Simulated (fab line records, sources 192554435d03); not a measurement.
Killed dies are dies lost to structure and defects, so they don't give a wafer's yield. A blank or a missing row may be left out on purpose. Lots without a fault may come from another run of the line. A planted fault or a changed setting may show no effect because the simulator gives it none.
fab line records | flow n5_finfet
record lots=9 wafers=26 last_day=18
route steps=1938 shown BEOL_M4@1111 BEOL_M6@1210 PASSIVATION@1936
lots that met no fault: from a run of the same line without faults
start_h: hours from the record's first day to the start of the lot's first wafer shown | wait_h: hours since the lot's step before | " the same as in the row above | L1.1+2: a row that stands for several wafers | - no value, or no start given | * or withheld: withheld | < > ~ a bound
route shown NAME@n: a module of which the file shows steps, and the number in the route of the first | usual: mean/standard deviation of fault-free wafers | same: alike in all rows | chamber/n: place in a boat | sites: the reading at each site | _std_site: their standard deviation | _edge_site: outer sites' mean less inner sites' | radius_mm: how far each site lies from the wafer's centre | mask NAME#n: copy n | behind: the tool/chamber that last shaped the wafer | hold: why the lot was held/for how many hours/how that ended | device: the transistor (n, p or np) that didn't switch | end of line: the same wafers' tests at the end of the route | a step without rows: its recipe alone | killed: dies lost to structure and defects at the first sort, not the wafer's yield | map: a wafer's dies, x killed, . not, _ none there
set.NAME: the setting as run; set.NAME@STEP: as run at that earlier step | model.NAME: the simulator's own value behind a step, which no gauge read
steps of the route over a sample of lots; a table a step, a row a wafer
services: from which hour (start_h, from the record's first day; less than 0 if before it) a tool's chamber was out of use, for how many hours, and why
## steps
# step N5_BEOL_M4_RC_MEAS_101
# usual DIBL_N=35.7/1.5 DIBL_P=35.7/2 IOFF_N=0.155/0.026 IOFF_P=0.20/0.031 ION_N=675/11 ION_P=462/7.1 SS_N=71.3/0.57 SS_P=73.1/0.56 VT_N=250/3 VT_P=-251/3
# columns lot.wafer tool chamber start_h wait_h DIBL_N[mV/V] DIBL_P[mV/V] IOFF_N[nA/um] IOFF_P[nA/um] ION_N[uA/um] ION_P[uA/um] SS_N[mV/dec] SS_P[mV/dec] VT_N[mV] VT_P[mV]
L872.1 prober-01 0 185.28 0.0 37.9 38.4 0.208 0.24 696 472 72.1 73.4 245 -247
L872.3 " 0 " " 37.5 37.2 0.182 0.23 671 461 71.8 73.3 247 -248
L872.4 " 0 " " 35.9 36.3 0.166 0.22 688 474 70.9 73.4 247 -249
L876.1 prober-01 0 198.41 0.0 32.8 32.8 0.124 0.17 669 460 71.5 72.4 251 -251
L876.3 " 0 " " 30.9 30.8 0.101 0.14 638 444 69.9 71.8 256 -255
L876.4 " 0 " " 34.8 34.6 0.152 0.19 676 460 71.7 72.7 247 -252
L877.2 prober-01 0 216.71 0.2 36.2 37.5 0.178 0.24 685 470 71.6 72.9 246 -247
L877.4 " 0 " " 37.4 38.2 0.200 0.24 684 469 71.5 73.6 245 -246
L877.5 " 0 " " 35.3 36.8 0.169 0.22 686 475 70.8 72.9 247 -250
L878.1 prober-01 0 217.48 0.7 34.3 34.2 0.123 0.16 676 456 71.0 73.0 253 -253
L878.4 " 0 " " 31.8 31.0 0.089 0.13 667 460 70.7 72.3 259 -258
L878.5 " 0 " " 32.5 31.7 0.099 0.13 658 453 70.8 71.9 257 -258
L880.1 prober-01 0 224.64 0.0 34.8 33.6 0.122 0.17 652 450 71.1 73.1 255 -256
L880.5 " 0 " " 36.7 35.2 0.161 0.18 677 459 71.2 73.7 248 -256
L880.6 " 0 " " 36.9 35.2 0.152 0.19 675 450 71.0 72.9 253 -256
L879.1 prober-01 0 225.57 0.7 36.5 35.5 0.148 0.22 666 462 71.8 73.4 252 -249
L879.3 " 0 " " 35.9 34.9 0.127 0.20 666 464 71.2 73.2 252 -250
L879.5 " 0 " " 37.2 35.3 0.156 0.22 662 453 71.4 73.3 254 -246
L881.2 prober-01 0 232.45 0.2 34.5 35.2 0.134 0.16 678 463 71.0 72.7 251 -255
L881.3 " 0 " " 37.3 38.2 0.171 0.20 684 462 72.0 74.3 247 -254
L881.5 " 0 " " 37.2 37.7 0.164 0.20 682 461 71.2 74.1 250 -252
L886.1 prober-02 0 260.39 0.0 37.2 36.8 0.162 0.21 670 459 71.5 73.0 253 -248
L886.5 " 0 " " 37.9 38.4 0.173 0.23 679 462 71.5 73.5 250 -249
L886.6 " 0 " " 36.4 36.6 0.152 0.21 672 456 72.0 72.5 251 -250
L893.5 prober-01 0 312.16 0.6 36.4 38.0 0.163 0.20 666 459 71.1 73.1 246 -252
L893.6 " 0 " " 37.0 39.4 0.172 0.22 676 464 71.1 73.1 249 -251
# step N5_BEOL_M6_DESCUM_16
# recipe chemistry=O2 time_s=7.9 source_power_w=50 bias_power_w=20 pressure_mtorr=20 rf_frequency_hz=2.712e+07 temp_c=40 resist=CAR-ArF o2_flow_sccm=225
# usual drypump_motor_current_A=5.8/0.51 oes_product_au=0.82/0.095 rf_vpp_V=244.0/1.3 showerhead_plenum_p_Torr=2.14/0.07 throttle_valve_pct=20.32/0.26
# columns lot.wafer tool chamber start_h wait_h drypump_motor_current_A oes_product_au rf_hours_counter_h rf_vpp_V showerhead_plenum_p_Torr throttle_valve_pct
L872.1 rie_diel-01 0 203.09 0.4 6.3 0.78 124 245.6 2.19 20.25
L872.3 " 1 " " 5.8 0.67 258 241.5 1.96 20.21
L872.4 " 1 " " 5.7 0.67 - 241.5 1.96 20.22
L876.1 rie_diel-03 3 216.33 0.1 5.9 0.80 112 240.7 2.04 20.61
L876.3 " 0 " " 5.2 0.88 42 243.5 2.11 20.10
L876.4 " 1 " " 5.5 0.71 195 244.2 2.16 20.49
L877.2 rie_diel-06 2 231.90 0.0 6.3 1.00 3 242.6 2.04 19.92
L877.4 " 3 " " 5.4 0.90 21 246.1 2.25 20.43
L877.5 " 2 " " 6.3 1.01 - 241.4 2.04 19.94
L878.1 rie_diel-01 0 233.60 0.6 6.3 0.77 136 243.9 2.19 20.27
L878.4 " 2 " " 5.2 0.82 78 243.4 2.18 20.10
L878.5 " 0 " " 6.3 0.76 - 244.8 2.19 20.26
L880.1 rie_diel-03 0 239.66 0.8 5.2 0.86 53 242.6 2.11 20.13
L880.5 " 2 " " 5.0 0.80 - 244.0 2.13 20.79
L880.6 " 3 " " 6.0 0.79 - 241.8 2.03 20.63
L879.1 rie_diel-01 2 241.72 0.4 5.2 0.81 82 245.7 2.18 20.09
L879.3 " 1 " " 5.7 0.99 5 245.3 2.23 19.88
L879.5 " 2 " " 5.3 0.81 - 244.4 2.18 20.10
L881.2 rie_diel-03 3 249.69 0.7 6.0 0.78 127 241.9 2.03 20.63
L881.3 " 1 " " 5.5 0.70 208 242.7 2.16 20.52
L881.5 " 1 " " 5.5 0.70 - 244.2 2.16 20.51
L886.1 rie_diel-03 2 277.71 0.0 5.0 0.79 111 243.6 2.12 20.80
L886.5 " 2 " " 5.0 0.79 - 243.8 2.12 20.80
L886.6 " 1 " " 5.5 0.68 - 244.4 2.16 20.53
L893.5 rie_diel-06 2 327.85 0.3 6.3 0.91 - 242.4 2.03 19.98
L893.6 " 0 " " 5.7 0.94 - 243.1 2.15 20.18
# step N5_BEOL_M6_OVL_MEAS_29
# recipe points_per_wafer=522
# usual V5_OVL=-0.3/0.64
# columns lot.wafer tool chamber start_h wait_h V5_OVL[nm]
L872.1 overlay-01 0 205.31 0.0 0.1
L872.3 " 0 " " 0.1
L872.4 " 0 " " 2.0
L876.1 overlay-01 0 217.13 0.0 -0.9
L876.3 " 0 " " -0.3
L876.4 " 0 " " 0.0
L877.2 overlay-02 0 233.30 0.0 -0.4
L877.4 " 0 " " -0.8
L877.5 " 0 " " 0.3
L878.1 overlay-02 0 236.04 0.0 -0.3
L878.4 " 0 " " -1.1
L878.5 " 0 " " 0.1
L880.1 overlay-01 0 240.60 0.0 -0.9
L880.5 " 0 " " -1.1
L880.6 " 0 " " -1.5
L879.1 overlay-02 0 244.55 0.0 0.3
L879.3 " 0 " " -0.9
L879.5 " 0 " " -0.7
L881.2 overlay-01 0 251.00 0.0 0.5
L881.3 " 0 " " 0.3
L881.5 " 0 " " 0.9
L886.1 overlay-01 0 279.04 0.0 0.3
L886.5 " 0 " " 0.3
L886.6 " 0 " " -0.3
L893.5 overlay-01 0 332.05 0.0 -1.5
L893.6 " 0 " " -0.9
# step N5_BEOL_M6_ETCH_66
# recipe chemistry=N2/H2 target=SOC target_depth_a=800 overetch_a=160 mask_material=SiARC temp_c=40 time_s=120 ion_energy_ev=200 pressure_mtorr=30 source_w=840 bias_w=150 n2_flow_sccm=200 h2_flow_sccm=200
# usual bias_w=149.9/0.4 chamber_pressure_mTorr=29.999/0.029 drypump_motor_current_A=5.8/0.54 n2_flow_sccm=200.0/0.56 oes_product_au=0.62/0.068 rf_vpp_V=525.5/2.1 showerhead_plenum_p_Torr=2.61/0.072 throttle_valve_pct=17.69/0.25
# columns lot.wafer tool chamber start_h wait_h bias_w chamber_pressure_mTorr drypump_motor_current_A n2_flow_sccm oes_product_au rf_hours_counter_h rf_vpp_V showerhead_plenum_p_Torr throttle_valve_pct
L872.1 rie_diel-03 3 205.52 0.0 149.7 30.016 6.0 199.5 0.62 109 520.5 2.44 17.66
L872.3 " 2 " " 150.0 29.985 5.0 200.3 0.62 81 524.7 2.59 18.19
L872.4 " 1 " " 150.0 29.987 5.5 200.9 0.55 191 525.5 2.63 17.89
L876.1 rie_diel-06 0 218.33 0.0 149.4 29.997 5.7 200.3 0.53 234 526.3 2.61 17.89
L876.3 " 1 " " 149.6 29.997 6.6 199.3 0.55 220 525.6 2.61 17.78
L876.4 " 2 " " 150.2 30.020 6.3 200.5 0.79 0 522.1 2.51 17.58
L877.2 rie_diel-01 2 233.93 0.0 150.0 29.965 5.2 200.6 0.63 78 530.2 2.70 17.76
L877.4 " 3 " " 149.1 30.013 6.6 200.0 0.70 10 524.0 2.60 17.52
L877.5 " 3 " " 150.1 30.016 6.6 200.5 0.70 - 524.8 2.60 17.51
L878.1 rie_diel-01 2 237.36 0.0 150.1 29.944 5.2 200.4 0.63 80 526.8 2.70 17.76
L878.4 " 3 " " 149.6 30.004 6.6 200.8 0.70 12 525.5 2.60 17.51
L878.5 " 3 " " 150.2 30.009 6.6 200.9 0.70 - 524.8 2.60 17.50
L880.1 rie_diel-03 2 240.85 0.0 149.6 30.074 5.0 200.4 0.60 95 526.1 2.58 18.20
L880.5 " 3 " " 150.1 29.978 6.0 200.2 0.60 - 521.0 2.43 17.67
L880.6 " 2 " " 150.5 29.990 5.0 199.6 0.60 - 525.1 2.58 18.21
L879.1 rie_diel-03 3 244.96 0.0 149.9 29.982 6.0 200.2 0.60 125 520.3 2.43 17.68
L879.3 " 0 " " 150.2 29.972 5.2 200.5 0.66 54 524.1 2.58 17.57
L879.5 " 2 " " 150.2 29.970 5.0 200.5 0.61 - 524.1 2.58 18.21
L881.2 rie_diel-03 1 252.01 0.0 149.3 29.939 5.5 199.9 0.54 209 526.2 2.62 17.93
L881.3 " 0 " " 149.8 30.049 5.2 200.0 0.65 58 524.8 2.58 17.56
L881.5 " 0 " " 149.6 29.994 5.2 200.1 0.65 - 524.6 2.58 17.57
L886.1 rie_diel-01 2 279.69 0.0 149.4 29.978 5.2 199.8 0.61 98 527.8 2.69 17.80
L886.5 " 0 " " 150.5 29.999 6.3 200.0 0.57 - 527.9 2.64 17.66
L886.6 " 1 " " 149.4 29.939 5.7 200.7 0.70 - 529.5 2.69 17.14
L893.5 rie_diel-03 0 332.69 0.0 150.1 29.988 5.2 199.2 0.63 - 525.1 2.56 17.63
L893.6 " 3 " " 149.4 30.020 5.9 200.0 0.58 - 520.7 2.42 17.72
# step N5_BEOL_M6_ETCH_41
# recipe chemistry=CH3F/O2 target=SiCN target_depth_a=297 taper_deg=2 time_s=52 ion_energy_ev=120 mask_material=TiN pressure_mtorr=30 source_w=395 bias_w=75 Ar_flow_sccm=150 CH3F_flow_sccm=30 O2_flow_sccm=20
# usual CH3F_flow_sccm=30.00/0.095 O2_flow_sccm=20.00/0.062 drypump_motor_current_A=5.8/0.54 oes_product_au=0.82/0.092 rf_vpp_V=298.3/1.4 showerhead_plenum_p_Torr=2.05/0.056 throttle_valve_pct=16.21/0.22
# columns lot.wafer tool chamber start_h wait_h CH3F_flow_sccm O2_flow_sccm drypump_motor_current_A oes_product_au rf_hours_counter_h rf_vpp_V showerhead_plenum_p_Torr throttle_valve_pct
L872.1 rie_diel-03 3 205.74 - 29.82 19.92 5.9 0.81 109 296.4 1.94 16.41
L872.3 " 2 " " 30.03 19.99 5.0 0.81 81 299.3 2.04 16.59
L872.4 " 1 " " 30.03 19.93 5.5 0.72 191 298.4 2.05 16.34
L876.1 rie_diel-06 0 218.55 - 30.12 20.01 5.7 0.69 235 299.4 2.07 16.44
L876.3 " 1 " " 30.00 20.06 6.6 0.71 221 297.5 2.06 16.43
L876.4 " 2 " " 30.06 20.02 6.3 1.02 0 296.6 1.97 15.94
L877.2 rie_diel-01 2 234.16 - 29.99 20.08 5.2 0.82 79 300.9 2.11 16.13
L877.4 " 3 " " 29.96 20.04 6.5 0.93 10 298.3 2.04 15.95
L877.5 " 3 " " 30.06 20.04 6.5 0.93 - 297.2 2.04 15.94
L878.1 rie_diel-01 2 237.58 - - - - - - - - -
L878.4 " 3 " " - - - - - - - -
L878.5 " 3 " " - - - - - - - -
L880.1 rie_diel-03 2 241.07 - - - - - - - - -
L880.5 " 3 " " - - - - - - - -
L880.6 " 2 " " - - - - - - - -
L879.1 rie_diel-03 3 245.18 - - - - - - - - -
L879.3 " 0 " " - - - - - - - -
L879.5 " 2 " " - - - - - - - -
L881.2 rie_diel-03 1 252.23 - 29.98 19.96 5.5 0.71 210 299.3 2.05 16.33
L881.3 " 0 " " 30.04 19.99 5.2 0.85 58 297.8 2.01 16.01
L881.5 " 0 " " 29.99 19.98 5.2 0.85 - 298.9 2.01 16.01
L886.1 rie_diel-01 2 279.91 - 30.05 19.97 5.2 0.81 98 298.3 2.10 16.16
L886.5 " 0 " " 29.99 19.95 6.3 0.73 - 299.2 2.08 16.25
L886.6 " 1 " " 29.85 19.98 5.8 0.92 - 299.7 2.15 15.96
L893.5 rie_diel-03 0 332.90 - 29.98 19.92 5.2 0.81 - 299.2 2.00 16.07
L893.6 " 3 " " 30.01 20.01 5.9 0.76 - 295.4 1.93 16.51
# step N5_PASSIVATION_PROBE_49
# usual defect_limited_yield=91.4/1.5 killed_at_M0_to_M3=34/10 killed_at_M4_up=15/6 killed_at_contacts=12/6 killed_at_front_end=37/11 killed_at_other=3.3/2.8 killed_dies=101/18 killed_on_rim=14/4.4 killed_open=66/14 killed_short=33/7.8 sort_bin_5_function=5.0/0.97 sort_bin_6_memory=3.2/0.72 sort_bin_8_speed=0.00/0.01 sort_n_pass=1079/18 sort_yield_pct=91.4/1.5
# same gross_dies=1180 killed_at_back_side=0 sort_bin_4_leakage[%]=0
# columns lot.wafer tool chamber start_h wait_h defect_limited_yield[%] killed_at_M0_to_M3 killed_at_M4_up killed_at_contacts killed_at_front_end killed_at_other killed_dies killed_on_rim killed_open killed_short sort_bin_5_function[%] sort_bin_6_memory[%] sort_bin_8_speed[%] sort_n_pass sort_yield_pct[%]
L880.1 prober-02 - 323.79 0.0 0 47 1106 6 19 2 1180 152 49 37 97.0 2.6 0 0 0
L880.5 prober-02 - 323.99 0.2 0 34 1110 4 30 2 1180 152 48 35 97.5 2.1 0 0 0
L880.6 prober-02 - 324.04 0.3 0 41 1105 2 29 3 1180 152 47 46 96.4 3.2 0 0 0
L879.1 prober-01 - 330.28 0.0 0 52 1079 4 43 2 1180 152 80 40 95.9 3.5 0 0 0
L879.3 prober-01 - 330.38 0.1 0 40 1096 10 29 5 1180 152 59 42 96.8 2.8 0 0 0
L879.5 prober-01 - 330.48 0.2 0 61 1069 14 36 0 1180 152 87 56 94.2 5.3 0 0 0
L878.1 prober-02 - 330.86 0.0 0 27 1101 16 35 1 1180 152 76 23 95.9 3.9 0 0 0
L878.4 prober-02 - 331.01 0.2 0 32 1101 18 24 5 1180 152 71 20 96.6 3.1 0 0 0
L878.5 prober-02 - 331.06 0.2 0 33 1103 18 25 1 1180 152 66 22 96.9 2.7 0 0 0
L881.2 prober-01 - 333.92 0.1 92.4 45 11 13 17 4 90 16 61 28 4.8 2.6 0 1090 92.4
L881.3 prober-01 - 333.97 0.1 93.9 37 7 9 18 1 72 10 49 23 3.3 2.5 0 1108 93.9
L881.5 prober-01 - 334.07 0.2 92.4 39 8 15 28 0 90 11 60 22 3.7 3.1 0 1090 92.4
L886.1 prober-02 - 369.37 0.0 90.8 34 13 27 33 2 109 12 83 26 5.0 4.0 0 1071 90.8
L886.5 prober-02 - 369.57 0.2 89.2 38 19 12 52 6 127 14 83 43 6.4 4.1 0 1053 89.2
L886.6 prober-02 - 369.62 0.3 89.0 46 26 15 37 6 130 25 91 38 7.2 3.6 0 1050 89.0
# killed by level:class
L880.1 BEOL_M6:area_etch=1093 BEOL_M0_SAQP:geometric_particle:short=19 BEOL_M0_SAQP:geometric_particle:open=16 BEOL_M4:geometric_particle:open=9 FIN_SAQP:geometric_particle:short=5 MOL_CONTACT_COAG:geometric_particle:open=5 BEOL_M1:geometric_particle:open=5 BEOL_M2:geometric_particle:open=4
L880.5 BEOL_M6:area_etch=1095 BEOL_M0_SAQP:geometric_particle:short=13 BEOL_M0_SAQP:geometric_particle:open=11 STARTING-WAFER:geometric_particle:open=8 FIN_SAQP:geometric_particle:short=5 BEOL_M4:geometric_particle:open=4 STARTING-WAFER:geometric_particle:short=4 DUMMY_GATE:geometric_particle:open=3
L880.6 BEOL_M6:area_etch=1087 BEOL_M0_SAQP:geometric_particle:short=15 BEOL_M3:geometric_particle:short=11 BEOL_M4:geometric_particle:open=11 FIN_SAQP:geometric_particle:short=7 BEOL_M0_SAQP:geometric_particle:open=7 FIN_SAQP:geometric_particle:open=6 GATE_CUT:geometric_particle:short=5
L879.1 BEOL_M6:area_etch=1059 BEOL_M0_SAQP:geometric_particle:open=19 FIN_SAQP:geometric_particle:open=13 BEOL_M4:geometric_particle:open=12 BEOL_M0_SAQP:geometric_particle:short=11 BEOL_M2:geometric_particle:open=10 FIN_SAQP:geometric_particle:short=8 STI_FIN_REVEAL:geometric_particle:open=5
L879.3 BEOL_M6:area_etch=1079 BEOL_M0_SAQP:geometric_particle:short=12 BEOL_M0_SAQP:geometric_particle:open=9 MOL_CONTACT_COAG:geometric_particle:open=8 FIN_SAQP:geometric_particle:short=8 FIN_SAQP:geometric_particle:open=7 BEOL_M4:geometric_particle:open=7 BEOL_M2:geometric_particle:open=5
L879.5 BEOL_M6:area_etch=1037 BEOL_M0_SAQP:geometric_particle:short=21 BEOL_M4:geometric_particle:open=17 BEOL_M0_SAQP:geometric_particle:open=14 MOL_CONTACT_COAG:geometric_particle:open=9 BEOL_M2:geometric_particle:open=8 FIN_SAQP:geometric_particle:short=6 BEOL_M1:geometric_particle:open=6
L878.1 BEOL_M6:area_etch=1078 MOL_CONTACT_COAG:geometric_particle:open=15 DUMMY_GATE:geometric_particle:open=10 BEOL_M4:geometric_particle:open=10 GATE_CUT:geometric_particle:short=5 BEOL_M0_SAQP:geometric_particle:short=5 BEOL_M2:geometric_particle:open=5 FIN_SAQP:geometric_particle:open=4
L878.4 BEOL_M6:area_etch=1088 MOL_CONTACT_COAG:geometric_particle:open=16 BEOL_M1:geometric_particle:open=7 BEOL_M2:geometric_particle:open=7 STI_FIN_REVEAL:geometric_particle:open=6 BEOL_M0_SAQP:geometric_particle:short=6 BEOL_M4:geometric_particle:open=6 FIN_SAQP:geometric_particle:open=5
L878.5 BEOL_M6:area_etch=1091 MOL_CONTACT_COAG:geometric_particle:open=16 BEOL_M1:geometric_particle:open=8 BEOL_M0_SAQP:geometric_particle:open=7 BEOL_M4:geometric_particle:open=5 BEOL_M3:geometric_particle:open=5 GATE_CUT:geometric_particle:open=4 GATE_CUT:geometric_particle:short=4
L881.2 MOL_CONTACT_COAG:geometric_particle:open=13 BEOL_M1:geometric_particle:open=13 BEOL_M0_SAQP:geometric_particle:short=9 BEOL_M0_SAQP:geometric_particle:open=7 BEOL_M3:geometric_particle:open=7 BEOL_M3:geometric_particle:short=5 FIN_SAQP:geometric_particle:open=4 GATE_CUT:geometric_particle:short=3
L881.3 MOL_CONTACT_COAG:geometric_particle:open=7 BEOL_M3:geometric_particle:short=7 BEOL_M2:geometric_particle:open=6 BEOL_M3:geometric_particle:open=6 STI_FIN_REVEAL:geometric_particle:open=5 BEOL_M0_SAQP:geometric_particle:open=5 BEOL_M0_SAQP:geometric_particle:short=5 BEOL_M1:geometric_particle:open=5
L881.5 BEOL_M3:geometric_particle:open=21 MOL_CONTACT_COAG:geometric_particle:open=11 FIN_SAQP:geometric_particle:open=8 BEOL_M1:geometric_particle:short=7 HKMG_FIN:area_etch=6 FIN_SAQP:geometric_particle:short=4 DUMMY_GATE:geometric_particle:open=4 MOL_CONTACT_COAG:geometric_particle:short=4
L886.1 MOL_CONTACT_COAG:geometric_particle:open=21 BEOL_M3:geometric_particle:open=10 STI_FIN_REVEAL:geometric_particle:open=8 FIN_SAQP:geometric_particle:open=6 MOL_CONTACT_COAG:geometric_particle:short=6 BEOL_M0_SAQP:geometric_particle:open=6 BEOL_M2:geometric_particle:open=5 BEOL_M1:geometric_particle:open=5
L886.5 BEOL_M4:geometric_particle:open=14 FIN_SAQP:geometric_particle:open=10 BEOL_M0_SAQP:geometric_particle:open=9 BEOL_M1:geometric_particle:open=9 MOL_CONTACT_COAG:geometric_particle:open=8 FIN_SAQP:geometric_particle:short=7 STI_FIN_REVEAL:geometric_particle:open=7 DUMMY_GATE:geometric_particle:open=5
L886.6 BEOL_M4:geometric_particle:open=17 BEOL_M0_SAQP:geometric_particle:open=11 BEOL_M3:geometric_particle:open=11 MOL_CONTACT_COAG:geometric_particle:open=10 GATE_CUT:geometric_particle:short=6 FIN_SAQP:geometric_particle:open=5 STI_FIN_REVEAL:geometric_particle:open=5 DUMMY_GATE:geometric_particle:open=5
## services
# columns tool chamber start_h hours kind
rie_diel-06 - 183.10 0.2 repair
rie_diel-03 3 184.82 4.3 repair
rie_diel-01 3 188.14 - clean
rie_diel-01 3 188.14 - consumable_replace:focus_ring
rie_diel-01 3 188.14 25.6 scheduled_down
rie_diel-01 3 188.14 25.6 vent_cycle
rie_diel-06 2 200.19 - clean
rie_diel-06 2 200.19 - consumable_replace:focus_ring
rie_diel-06 2 200.19 17.7 scheduled_down
rie_diel-06 2 200.19 17.7 vent_cycle
rie_diel-01 1 213.94 - clean
rie_diel-01 1 213.94 - consumable_replace:focus_ring
rie_diel-01 1 213.94 - consumable_replace:showerhead
rie_diel-01 1 213.94 18.5 scheduled_down
rie_diel-01 1 213.94 18.5 vent_cycle
rie_diel-06 - 233.19 15.6 pm
rie_diel-06 3 251.02 9.4 repair
rie_diel-03 3 259.60 4.2 repair
rie_diel-06 0 263.94 4.2 repair
rie_diel-06 - 277.23 4.3 pm
rie_diel-01 0 287.50 1.8 repair
rie_diel-03 0 303.24 7.5 repair
rie_diel-06 2 309.91 2.8 repair
rie_diel-03 1 321.25 4.6 repair
## key
first_sign step=N5_BEOL_M6_ETCH_41 reading=tool_record direction=missing
effect step=N5_PASSIVATION_PROBE_49 reading=killed_at_M4_up direction=up sigmas=99+ usual=15 struck=1097
more_kills_born_at N5_BEOL_M6_ETCH_41@rie_diel-03=6450 N5_BEOL_M6_ETCH_41@rie_diel-01=3257
met_at N5_BEOL_M6_ETCH_41
struck_lots L878,L879,L880
later_rows_left_out L878.1,L878.4,L878.5,L879.1,L879.3,L879.5,L880.1,L880.5,L880.6
not_acting_at N5_BEOL_M6_DESCUM_16,N5_BEOL_M6_OVL_MEAS_29,N5_BEOL_M6_ETCH_66
onset_between 234.16 237.58
fault kind=skipped_step_whole tool=rie_diel-01,rie_diel-03 chamber=- onset_h=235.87 steps=N5_BEOL_M6_ETCH_41 scope=struck_lots_only
# later_rows_left_out: the simulator's readings of these wafers behind a module that went badly wrong aren't trusted and aren't shown, but for the sort
